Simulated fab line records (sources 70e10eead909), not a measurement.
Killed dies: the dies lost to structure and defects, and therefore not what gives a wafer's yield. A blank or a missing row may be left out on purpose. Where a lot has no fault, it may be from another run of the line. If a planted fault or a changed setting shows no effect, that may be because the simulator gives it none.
Which tool did it? / flow nand_harc / 11 lots with 33 wafers sampled at 4 steps, on a route of 1159 steps

WHAT THE GAUGES SHOWED, per wafer
NHARC_P_ZERO_WELL_CD_MEAS_37: the cd target is 720 nm. Usual: cd_nm reads 718.9 nm (standard deviation 1.9).
lot=L676; measured=day 1 16:13; on=cd_sem-03; cd_nm (nm)=716.3 718.2 716.6; flag=
lot=L678; measured=day 2 04:20; on=cd_sem-03; cd_nm (nm)=721.0 719.2 717.8; flag=
lot=L679; measured=day 2 10:16; on=cd_sem-03; cd_nm (nm)=718.0 721.8 721.1; flag=
lot=L681; measured=day 2 22:08; on=cd_sem-01; cd_nm (nm)=717.7 717.7 718.3; flag=
lot=L684; measured=day 3 15:59; on=cd_sem-01; cd_nm (nm)=719.2 716.7 717.3; flag=
lot=L685; measured=day 3 22:07; on=cd_sem-02; cd_nm (nm)=719.2 720.6 716.3; flag=
lot=L686; measured=day 4 04:16; on=cd_sem-01; cd_nm (nm)=718.2 721.1 717.7; flag=
lot=L688; measured=day 4 16:20; on=cd_sem-02; cd_nm (nm)=721.9 722.9 722.4; flag=
lot=L691; measured=day 5 10:14; on=cd_sem-01; cd_nm (nm)=727.9 726.8 727.4 728.0 727.0 727.3; flag=OFF
lot=L698; measured=day 7 04:17; on=cd_sem-03; cd_nm (nm)=717.7 718.2 717.8; flag=
lot=L699; measured=day 7 10:20; on=cd_sem-01; cd_nm (nm)=719.5 721.2 721.0; flag=

NHARC_P_STI_CD_MEAS_16. Usual: cd_nm reads 198.1 nm (standard deviation 2.5).
lot=L676; measured=day 2 14:31; on=cd_sem-03; cd_nm (nm)=197.7 200.6 196.9; flag=
lot=L678; measured=day 2 23:42; on=cd_sem-02; cd_nm (nm)=201.4 199.3 198.6; flag=
lot=L679; measured=day 3 07:43; on=cd_sem-03; cd_nm (nm)=202.5 203.4 198.9; flag=
lot=L681; measured=day 3 17:32; on=cd_sem-02; cd_nm (nm)=195.0 199.5 200.1; flag=
lot=L684; measured=day 4 15:49; on=cd_sem-03; cd_nm (nm)=196.6 195.6 194.8; flag=
lot=L685; measured=day 4 15:38; on=cd_sem-03; cd_nm (nm)=198.7 192.7 194.3; flag=
lot=L686; measured=day 5 01:15; on=cd_sem-03; cd_nm (nm)=194.1 194.1 194.4; flag=
lot=L688; measured=day 5 13:36; on=cd_sem-01; cd_nm (nm)=201.3 201.0 196.5; flag=
lot=L691; measured=day 6 05:58; on=cd_sem-01; cd_nm (nm)=195.8 194.3 201.3; flag=
lot=L698; measured=day 7 22:47; on=cd_sem-01; cd_nm (nm)=198.3 197.7 200.7; flag=
lot=L699; measured=day 8 07:20; on=cd_sem-03; cd_nm (nm)=196.3 196.2 195.0; flag=

WHICH TOOL RAN EACH LOT (tool, then ch and the chambers of the sampled wafers, then the start)
lot=L676; NHARC_P_ZERO_WELL_DESCUM_13=rie_diel-12 ch 1,2,3, day 1 13:31; NHARC_P_ZERO_WELL_EXPOSE_34=krf_scanner-01 ch 0, day 1 16:04
lot=L678; NHARC_P_ZERO_WELL_DESCUM_13=rie_diel-06 ch 2,3, day 2 01:31; NHARC_P_ZERO_WELL_EXPOSE_34=krf_scanner-01 ch 0, day 2 04:10
lot=L679; NHARC_P_ZERO_WELL_DESCUM_13=rie_diel-06 ch 1,2, day 2 07:26; NHARC_P_ZERO_WELL_EXPOSE_34=krf_scanner-04 ch 0, day 2 10:06
lot=L681; NHARC_P_ZERO_WELL_DESCUM_13=rie_diel-06 ch 0,1,2, day 2 19:25; NHARC_P_ZERO_WELL_EXPOSE_34=krf_scanner-02 ch 0, day 2 21:59
lot=L684; NHARC_P_ZERO_WELL_DESCUM_13=rie_diel-12 ch 0,2,3, day 3 13:24; NHARC_P_ZERO_WELL_EXPOSE_34=krf_scanner-01 ch 0, day 3 15:50
lot=L685; NHARC_P_ZERO_WELL_DESCUM_13=rie_diel-12 ch 0,1,3, day 3 19:25; NHARC_P_ZERO_WELL_EXPOSE_34=krf_scanner-01 ch 0, day 3 21:58
lot=L686; NHARC_P_ZERO_WELL_DESCUM_13=rie_diel-12 ch 2,3, day 4 01:27; NHARC_P_ZERO_WELL_EXPOSE_34=krf_scanner-04 ch 0, day 4 04:07
lot=L688; NHARC_P_ZERO_WELL_DESCUM_13=rie_diel-12 ch 2,3, day 4 13:25; NHARC_P_ZERO_WELL_EXPOSE_34=krf_scanner-04 ch 0, day 4 16:10
lot=L691; NHARC_P_ZERO_WELL_DESCUM_13=rie_diel-06 ch 0,1, day 5 07:24; NHARC_P_ZERO_WELL_EXPOSE_34=krf_scanner-01 ch 0, day 5 10:04
lot=L698; NHARC_P_ZERO_WELL_DESCUM_13=rie_diel-06 ch 0,2,3, day 7 01:25; NHARC_P_ZERO_WELL_EXPOSE_34=krf_scanner-01 ch 0, day 7 04:08
lot=L699; NHARC_P_ZERO_WELL_DESCUM_13=rie_diel-05 ch 0,1,2, day 7 07:28; NHARC_P_ZERO_WELL_EXPOSE_34=krf_scanner-02 ch 0, day 7 10:10
- NHARC_P_ZERO_WELL_DESCUM_13: chemistry O2, time 3 s.
- NHARC_P_ZERO_WELL_EXPOSE_34: exposes mask P PWELL, target cd 720 nm.

WHAT THE TOOLS THEMSELVES READ (means of the sampled wafers that have a number; where no wafer has one, the mark that the record gives instead)
NHARC_P_ZERO_WELL_DESCUM_13. Usual: drypump_motor_current_A 5.6 A, standard deviation 0.59; o2_flow_sccm 199.9 sccm, standard deviation 0.59; oes_product_au 0.997 a.u., standard deviation 0.01; rf_vpp_V 57.5 V, standard deviation 0.82; showerhead_plenum_p_Torr 1.85 Torr, standard deviation 0.064; throttle_valve_pct 11.311 %, standard deviation 0.0098.
lot=L676; tool=rie_diel-12; drypump_motor_current_A (A)=5.5; o2_flow_sccm (sccm)=200.3; oes_product_au (a.u.)=0.989; rf_vpp_V (V)=57.0; showerhead_plenum_p_Torr (Torr)=1.83; throttle_valve_pct (%)=11.319; flag=
lot=L678; tool=rie_diel-06; drypump_motor_current_A (A)=5.4; o2_flow_sccm (sccm)=200.1; oes_product_au (a.u.)=1.002; rf_vpp_V (V)=57.6; showerhead_plenum_p_Torr (Torr)=1.88; throttle_valve_pct (%)=11.298; flag=
lot=L679; tool=rie_diel-06; drypump_motor_current_A (A)=6.1; o2_flow_sccm (sccm)=200.4; oes_product_au (a.u.)=1.006; rf_vpp_V (V)=57.1; showerhead_plenum_p_Torr (Torr)=1.81; throttle_valve_pct (%)=11.319; flag=
lot=L681; tool=rie_diel-06; drypump_motor_current_A (A)=5.9; o2_flow_sccm (sccm)=200.3; oes_product_au (a.u.)=1.002; rf_vpp_V (V)=57.6; showerhead_plenum_p_Torr (Torr)=1.83; throttle_valve_pct (%)=11.312; flag=
lot=L684; tool=rie_diel-12; drypump_motor_current_A (A)=5.9; o2_flow_sccm (sccm)=199.7; oes_product_au (a.u.)=0.998; rf_vpp_V (V)=57.4; showerhead_plenum_p_Torr (Torr)=1.80; throttle_valve_pct (%)=11.308; flag=
lot=L685; tool=rie_diel-12; drypump_motor_current_A (A)=5.3; o2_flow_sccm (sccm)=199.9; oes_product_au (a.u.)=0.987; rf_vpp_V (V)=56.9; showerhead_plenum_p_Torr (Torr)=1.84; throttle_valve_pct (%)=11.309; flag=
lot=L686; tool=rie_diel-12; drypump_motor_current_A (A)=6.0; o2_flow_sccm (sccm)=199.6; oes_product_au (a.u.)=0.997; rf_vpp_V (V)=57.9; showerhead_plenum_p_Torr (Torr)=1.79; throttle_valve_pct (%)=11.313; flag=
lot=L688; tool=rie_diel-12; drypump_motor_current_A (A)=5.6; o2_flow_sccm (sccm)=199.9; oes_product_au (a.u.)=0.990; rf_vpp_V (V)=57.4; showerhead_plenum_p_Torr (Torr)=1.80; throttle_valve_pct (%)=11.302; flag=
lot=L691; tool=rie_diel-06; drypump_motor_current_A (A)=5.9; o2_flow_sccm (sccm)=199.9; oes_product_au (a.u.)=1.002; rf_vpp_V (V)=57.3; showerhead_plenum_p_Torr (Torr)=1.86; throttle_valve_pct (%)=11.306; flag=
lot=L698; tool=rie_diel-06; drypump_motor_current_A (A)=5.4; o2_flow_sccm (sccm)=200.6; oes_product_au (a.u.)=0.988; rf_vpp_V (V)=57.2; showerhead_plenum_p_Torr (Torr)=1.90; throttle_valve_pct (%)=11.309; flag=
lot=L699; tool=rie_diel-05; drypump_motor_current_A (A)=5.2; o2_flow_sccm (sccm)=199.4; oes_product_au (a.u.)=0.991; rf_vpp_V (V)=58.9; showerhead_plenum_p_Torr (Torr)=1.89; throttle_valve_pct (%)=11.307; flag=

NHARC_P_ZERO_WELL_EXPOSE_34. Usual: exposure_dose_mJ_cm2 22.307, standard deviation 0.025; stage_vel_mm_s 500.00 mm/s, standard deviation 0.21.
lot=L676; tool=krf_scanner-01; exposure_dose_mJ_cm2=22.305; stage_vel_mm_s (mm/s)=500.13; flag=
lot=L678; tool=krf_scanner-01; exposure_dose_mJ_cm2=22.286; stage_vel_mm_s (mm/s)=499.75; flag=
lot=L679; tool=krf_scanner-04; exposure_dose_mJ_cm2=22.345; stage_vel_mm_s (mm/s)=499.92; flag=
lot=L681; tool=krf_scanner-02; exposure_dose_mJ_cm2=22.308; stage_vel_mm_s (mm/s)=499.85; flag=
lot=L684; tool=krf_scanner-01; exposure_dose_mJ_cm2=22.294; stage_vel_mm_s (mm/s)=500.01; flag=
lot=L685; tool=krf_scanner-01; exposure_dose_mJ_cm2=22.329; stage_vel_mm_s (mm/s)=499.86; flag=
lot=L686; tool=krf_scanner-04; exposure_dose_mJ_cm2=22.329; stage_vel_mm_s (mm/s)=499.75; flag=
lot=L688; tool=krf_scanner-04; exposure_dose_mJ_cm2=22.271; stage_vel_mm_s (mm/s)=500.17; flag=
lot=L691; tool=krf_scanner-01; exposure_dose_mJ_cm2=22.321; stage_vel_mm_s (mm/s)=500.20; flag=
lot=L698; tool=krf_scanner-01; exposure_dose_mJ_cm2=22.268; stage_vel_mm_s (mm/s)=500.13; flag=
lot=L699; tool=krf_scanner-02; exposure_dose_mJ_cm2=22.336; stage_vel_mm_s (mm/s)=499.87; flag=

THE ANSWER, worked out from the rows above alone
Rule: a lot counts as off when the mean over its wafers that have a number is more than 3 standard deviations away from the usual mean. A lot without any number at a reading at which 4 lots or more have one is off too. Where the step has rows for the other lots, those lots are counted as sound. Order of review: gauges by route order, followed by the tools' own readings, for which a lot's mean as printed above is used. The first step at which some lot is off is used, and at that step the reading that is off furthest; a lot without a number counts as furthest.
Off at NHARC_P_ZERO_WELL_CD_MEAS_37 (cd_nm): L691.
A tool fits if, at a process step before that reading, it ran every lot that is off, and no sound lot after the first of them. Those tools and the gauges at NHARC_P_ZERO_WELL_CD_MEAS_37 are tried in the same way. Not one of the candidates tried fits.

WHAT THE SIMULATOR HAD PUT IN
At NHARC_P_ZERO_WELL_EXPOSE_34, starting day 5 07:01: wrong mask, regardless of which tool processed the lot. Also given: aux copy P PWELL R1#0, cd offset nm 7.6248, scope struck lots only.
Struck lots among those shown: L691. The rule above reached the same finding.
